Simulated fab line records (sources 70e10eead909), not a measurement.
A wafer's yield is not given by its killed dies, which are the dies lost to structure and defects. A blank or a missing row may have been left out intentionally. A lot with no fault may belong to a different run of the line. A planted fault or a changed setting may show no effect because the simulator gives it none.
Comparing a struck lot with a sound one | flow nand_harc | 15 out of 1302 route steps
Sound: wafers L182.2, L182.3, L182.6. Struck: wafers L191.2, L191.5, L191.6. The cause is given at the end.
For every step that has rows: the tool of each side, followed by ch and its chambers, followed by its first start. Under that, the readings that differ: sound wafers | struck wafers | difference of the means | sigmas: that difference in standard deviations of wafers without a fault.
alike: words and numbers the same on both sides, and readings whose means are apart by under 2 such deviations; not compared: readings that were withheld, readings missing a value for some wafer, numbers with overlapping values and no deviation given by the record, and bounds like >300 which may hide the same value.
The two part at a step that has a row with sigmas, a row that says differs or no value, or rows on one side only. When numbers do not overlap yet have no deviation, they are printed without sigmas and do not part them. A reading that every wafer of one side lacks parts them only if that side has two wafers or more.

NHARC_P_GATE_CD_MEAS_46: the cd target is 720 nm.
  sound on cd_sem-01 ch 0, day 6 02:05; struck on cd_sem-02 ch 0, day 9 20:16
  alike: cd_nm
then, 1 step without rows for these wafers: NHARC_P_GATE_HARDBAKE_47 (time 80 s).
NHARC_P_GATE_DESCUM_48: chemistry O2, time 3 s.
  sound on rie_diel-05 ch 0,2, day 6 02:16; struck on rie_diel-13 ch 1,2, day 9 20:25
  alike: drypump_motor_current_A, o2_flow_sccm, oes_product_au, rf_vpp_V, showerhead_plenum_p_Torr, throttle_valve_pct
  not compared: rf_hours_counter_h
then, 1 step without rows for these wafers: NHARC_P_GATE_IMPLANT_49.
NHARC_P_GATE_STRIP_111: strips in N2/H2, time 250 s.
  sound on plasma_asher-01 ch 0,1, day 6 02:37; struck on plasma_asher-02 ch 0,1, day 9 20:50
  alike: drypump_motor_current_A, heater_power_w
  not compared: rf_hours_counter_h
NHARC_P_GATE_STRIP_75: strips in O2.
  sound on plasma_asher-01 ch 0,1, day 6 02:56; struck on plasma_asher-02 ch 0,1, day 9 21:05
  alike: drypump_motor_current_A, heater_power_w
  not compared: rf_hours_counter_h
then, 6 steps without rows for these wafers: NHARC_P_GATE_STRIP_50 (strips in SPM, time 900 s); NHARC_P_GATE_DEHYDRATE_51 (time 120 s); NHARC_P_GATE_HMDS_52 (time 30 s); NHARC_P_GATE_COAT_53; NHARC_P_GATE_SOFTBAKE_54 (time 95 s); NHARC_P_GATE_EBR_55.
NHARC_P_GATE_EXPOSE_56: exposes mask P PSD, target cd 720 nm.
  sound on krf_scanner-01 ch 0, day 6 03:42; struck on krf_scanner-02 ch 0, day 9 21:54
  reading | sound                   | struck                           | difference | sigmas
  mask    | P_PSD#0 P_PSD#0 P_PSD#0 | P_PSD_R1#0 P_PSD_R1#0 P_PSD_R1#0 | differs    |
then, 2 steps without rows for these wafers: NHARC_P_GATE_PEB_57 (peb time 85 s); NHARC_END_SORT_01.

WHERE THEY PART
At NHARC_P_GATE_EXPOSE_56 and nowhere else, as far as this record goes.

WHY: what had been put in by the simulator
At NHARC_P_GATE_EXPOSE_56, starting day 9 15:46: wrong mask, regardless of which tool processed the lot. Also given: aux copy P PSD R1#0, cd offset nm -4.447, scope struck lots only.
